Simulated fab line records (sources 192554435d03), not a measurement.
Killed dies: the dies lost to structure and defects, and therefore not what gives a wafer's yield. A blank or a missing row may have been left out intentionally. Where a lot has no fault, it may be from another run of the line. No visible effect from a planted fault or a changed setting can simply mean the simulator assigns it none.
Split-lot experiment / flow n5-finfet / on a route of 1938 steps: 7 lots, 21 wafers read

THE SPLIT ITSELF
At N5_ZERO_LAYER_PECVD_02 (deposits SiO2 from SiH4/N2O, target thk 10 nm, time 6 s), the setting time-s was moved away from the recipe's 6 s on 7 of the 21 wafers read, by -13.2% to +12.2%. The other wafers ran this setting at the recipe's value.

Reading taken at the split's own step.

THE READING
SiO2_of_ZERO_LAYER_PECVD_02.thk-nm (the simulator's own value, which no gauge read), in nm, at N5_ZERO_LAYER_PECVD_02 (deposits SiO2 from SiH4/N2O, target thk 10 nm, time 6 s). The file does not state a usual value for it. Average 9.918 nm, standard deviation 0.18 nm, over the 14 wafers here run with the recipe.

wafer=L079.1; tool, chamber at the split=pecvd-01, 0; time-s as run, s=6; against the recipe=recipe; SiO2_of_ZERO_LAYER_PECVD_02.thk-nm, nm=9.898; against lot-mates on the recipe=-
wafer=L079.4; tool, chamber at the split=pecvd-01, 0; time-s as run, s=6; against the recipe=recipe; SiO2_of_ZERO_LAYER_PECVD_02.thk-nm, nm=9.924; against lot-mates on the recipe=-
wafer=L079.6; tool, chamber at the split=pecvd-01, 1; time-s as run, s=6; against the recipe=recipe; SiO2_of_ZERO_LAYER_PECVD_02.thk-nm, nm=10.01; against lot-mates on the recipe=-
wafer=L080.2; tool, chamber at the split=pecvd-01, 2; time-s as run, s=6; against the recipe=recipe; SiO2_of_ZERO_LAYER_PECVD_02.thk-nm, nm=9.809; against lot-mates on the recipe=-
wafer=L080.3; tool, chamber at the split=pecvd-01, 1; time-s as run, s=6; against the recipe=recipe; SiO2_of_ZERO_LAYER_PECVD_02.thk-nm, nm=9.821; against lot-mates on the recipe=-
wafer=L080.6; tool, chamber at the split=pecvd-01, 1; time-s as run, s=6; against the recipe=recipe; SiO2_of_ZERO_LAYER_PECVD_02.thk-nm, nm=9.93; against lot-mates on the recipe=-
wafer=L083.2; tool, chamber at the split=pecvd-04, 1; time-s as run, s=6; against the recipe=recipe; SiO2_of_ZERO_LAYER_PECVD_02.thk-nm, nm=9.861; against lot-mates on the recipe=-
wafer=L083.3; tool, chamber at the split=pecvd-04, 1; time-s as run, s=6; against the recipe=recipe; SiO2_of_ZERO_LAYER_PECVD_02.thk-nm, nm=10.16; against lot-mates on the recipe=-
wafer=L083.4; tool, chamber at the split=pecvd-04, 2; time-s as run, s=6; against the recipe=recipe; SiO2_of_ZERO_LAYER_PECVD_02.thk-nm, nm=9.89; against lot-mates on the recipe=-
wafer=L086.4; tool, chamber at the split=pecvd-04, 2; time-s as run, s=6; against the recipe=recipe; SiO2_of_ZERO_LAYER_PECVD_02.thk-nm, nm=10.17; against lot-mates on the recipe=-
wafer=L086.5; tool, chamber at the split=pecvd-04, 1; time-s as run, s=6; against the recipe=recipe; SiO2_of_ZERO_LAYER_PECVD_02.thk-nm, nm=10.19; against lot-mates on the recipe=-
wafer=L086.6; tool, chamber at the split=pecvd-04, 0; time-s as run, s=6.565; against the recipe=+9.4%; SiO2_of_ZERO_LAYER_PECVD_02.thk-nm, nm=11.08; against lot-mates on the recipe=+0.900
wafer=L088.1; tool, chamber at the split=pecvd-03, 2; time-s as run, s=5.209; against the recipe=-13.2%; SiO2_of_ZERO_LAYER_PECVD_02.thk-nm, nm=8.519; against lot-mates on the recipe=-1.377
wafer=L088.4; tool, chamber at the split=pecvd-03, 0; time-s as run, s=6; against the recipe=recipe; SiO2_of_ZERO_LAYER_PECVD_02.thk-nm, nm=9.896; against lot-mates on the recipe=-
wafer=L088.6; tool, chamber at the split=pecvd-03, 2; time-s as run, s=5.209; against the recipe=-13.2%; SiO2_of_ZERO_LAYER_PECVD_02.thk-nm, nm=8.567; against lot-mates on the recipe=-1.329
wafer=L089.4; tool, chamber at the split=pecvd-01, 2; time-s as run, s=6; against the recipe=recipe; SiO2_of_ZERO_LAYER_PECVD_02.thk-nm, nm=9.857; against lot-mates on the recipe=-
wafer=L089.5; tool, chamber at the split=pecvd-01, 1; time-s as run, s=6.669; against the recipe=+11.1%; SiO2_of_ZERO_LAYER_PECVD_02.thk-nm, nm=10.89; against lot-mates on the recipe=+1.033
wafer=L089.6; tool, chamber at the split=pecvd-01, 0; time-s as run, s=6.669; against the recipe=+11.1%; SiO2_of_ZERO_LAYER_PECVD_02.thk-nm, nm=10.94; against lot-mates on the recipe=+1.083
wafer=L094.2; tool, chamber at the split=pecvd-01, 2; time-s as run, s=6.733; against the recipe=+12.2%; SiO2_of_ZERO_LAYER_PECVD_02.thk-nm, nm=10.97; against lot-mates on the recipe=+1.534
wafer=L094.3; tool, chamber at the split=pecvd-01, 1; time-s as run, s=6; against the recipe=recipe; SiO2_of_ZERO_LAYER_PECVD_02.thk-nm, nm=9.436; against lot-mates on the recipe=-
wafer=L094.6; tool, chamber at the split=pecvd-01, 1; time-s as run, s=6.733; against the recipe=+12.2%; SiO2_of_ZERO_LAYER_PECVD_02.thk-nm, nm=10.95; against lot-mates on the recipe=+1.514

THE FIT
A straight line over all 21 wafers: SiO2_of_ZERO_LAYER_PECVD_02.thk-nm changes by +0.0971 nm for each +1% of time-s; r = +0.97; the points scatter about the line by 0.18 nm.
The same after taking each lot's own level away (the mean of its wafers on the recipe; 21 wafers): +0.106 nm for each +1%; r = +0.99; scatter 0.11 nm.
Per that fit: largest time-s move, reading shift of 1.4 nm.
Across the lots, their own levels run from 9.4360 to 10.1800 nm, a range of 4.1 times the standard deviation given above.
The two slopes are in agreement: the lot-to-lot level therefore moves the slope only a little.
Check: -1.4 nm against its lot-mates is what the line predicts for one of the wafers moved furthest among these (-13.2%) when that wafer is left out of the fit. It came out at -1.38 nm against them.

THE FILE'S OWN FIT
SiO2_of_ZERO_LAYER_PECVD_02.thk-nm changes by +0.106 nm for each +1% of time-s, r = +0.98.
